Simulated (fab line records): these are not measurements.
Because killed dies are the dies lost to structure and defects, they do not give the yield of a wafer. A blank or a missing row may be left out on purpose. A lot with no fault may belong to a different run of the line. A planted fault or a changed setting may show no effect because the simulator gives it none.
Lot-split experiment | flow n5-finfet | on a route of 1938 steps: 7 lots, 21 wafers read

== THE SPLIT ITSELF ==
At N5_BEOL_M5_EXPOSE_25 (exposes mask V4, defocus 10 nm), the setting dose-mj was moved away from the recipe's 52.75 on 7 of the 21 wafers read, by -7.1% to +6.4%. The other wafers ran this setting at the recipe's value.

== FROM THE SPLIT TO THE READING: what the file shows between them, 2 steps ==
- N5_BEOL_M5_PEB_26: peb time 60 s
- N5_BEOL_M5_DEVELOP_27: develop time 30 s

== THE READING ==
cd-nm, in nm, at N5_BEOL_M5_CD_MEAS_28 (target cd 30.6 nm, target cd y 20 nm). On this fab line, fault-free wafers typically give 30.56 nm with a standard deviation of 0.26 nm.

wafer  | tool, chamber at the split | dose-mj as run | against the recipe | cd-nm, nm | against lot-mates on the recipe
L076.1 | euv-scanner-02, 0          | 52.75          | recipe             | 30.72     | -
L076.4 | euv-scanner-02, 0          | 52.75          | recipe             | 30.48     | -
L076.5 | euv-scanner-02, 0          | 52.75          | recipe             | 30.28     | -
L077.1 | euv-scanner-01, 0          | 52.75          | recipe             | 30.47     | -
L077.2 | euv-scanner-01, 0          | 52.75          | recipe             | 30.68     | -
L077.4 | euv-scanner-01, 0          | 55.06          | +4.4%              | 31.92     | +1.35
L079.3 | euv-scanner-01, 0          | 50.44          | -4.4%              | 29.88     | -0.65
L079.4 | euv-scanner-01, 0          | 52.75          | recipe             | 30.53     | -
L079.5 | euv-scanner-01, 0          | 50.44          | -4.4%              | 29.74     | -0.79
L089.2 | euv-scanner-02, 0          | 52.75          | recipe             | 30.49     | -
L089.3 | euv-scanner-02, 0          | 56.1           | +6.4%              | 32.66     | +2.04
L089.6 | euv-scanner-02, 0          | 52.75          | recipe             | 30.75     | -
L091.3 | euv-scanner-02, 0          | 52.75          | recipe             | 30.45     | -
L091.5 | euv-scanner-02, 0          | 52.75          | recipe             | 30.14     | -
L091.6 | euv-scanner-02, 0          | 52.75          | recipe             | 30.33     | -
L090.1 | euv-scanner-01, 0          | 52.75          | recipe             | 30.75     | -
L090.4 | euv-scanner-01, 0          | 54.93          | +4.1%              | 31.71     | +0.96
L090.5 | euv-scanner-01, 0          | 54.93          | +4.1%              | 31.39     | +0.64
L093.1 | euv-scanner-02, 0          | 52.75          | recipe             | 30.51     | -
L093.2 | euv-scanner-02, 0          | 49.03          | -7.1%              | 28.66     | -2.06
L093.3 | euv-scanner-02, 0          | 52.75          | recipe             | 30.92     | -

THE FIT
A straight line over all 21 wafers: cd-nm changes by +0.26 nm for each +1% of dose-mj; r = +0.96; the points scatter about the line by 0.25 nm.
The same after taking each lot's own level away (the mean of its wafers on the recipe; 21 wafers): +0.254 nm for each +1%; r = +0.96; scatter 0.24 nm.
Per that fit: largest dose-mj move, reading shift of 1.8 nm.
The lots' own levels span 30.307 to 30.750 nm, that is 1.7 times the standard deviation above.
Consequently the slope shifts little with the lot-to-lot level, the two slopes agreeing.
Check: -1.61 nm against its lot-mates is what the line predicts for one of the wafers moved furthest among these (-7.1%) when that wafer is left out of the fit. Against them it came out at -2.06 nm.

== ADDITIONAL SPLITS CARRIED BY THESE WAFERS ==
Note: prior to the reading, these wafers also went through further splits. Each is held against what the fit with the lots' levels taken away leaves over:
other split on the same wafers   | wafers away from the commonest value | r with cd-nm (lot level and that fit taken away)
N5_BEOL_M4_TRENCH_ETCH_37 time-s | 3                                    | -0.02

== THE WHOLE CHAIN: every reading that the file lists as answering this split, in the file's order ==
step                  | what it does                                                | reading                                                        | change (the file's fit)               | r (the file's)
N5_BEOL_M5_CD_MEAS_28 | target cd 30.6 nm, target cd y 20 nm                        | cd-nm                                                          | +0.274 nm for each +1% of the setting | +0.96
N5_BEOL_M5_ETCH_75    | etches underlayer in N2/H2, target depth 6.5 nm, time 5.2 s | BEOL_M5.cd-nm (the simulator's own value, which no gauge read) | +0.24 nm for each +1% of the setting  | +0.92
N5_BEOL_M5_ETCH_67    | etches SiARC in CF4, target depth 15.6 nm, time 26 s        | BEOL_M5.cd-nm (the simulator's own value, which no gauge read) | +0.213 nm for each +1% of the setting | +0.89

== FILE'S OWN FIT ==
cd-nm changes by +0.274 nm for each +1% of dose-mj, r = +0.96.
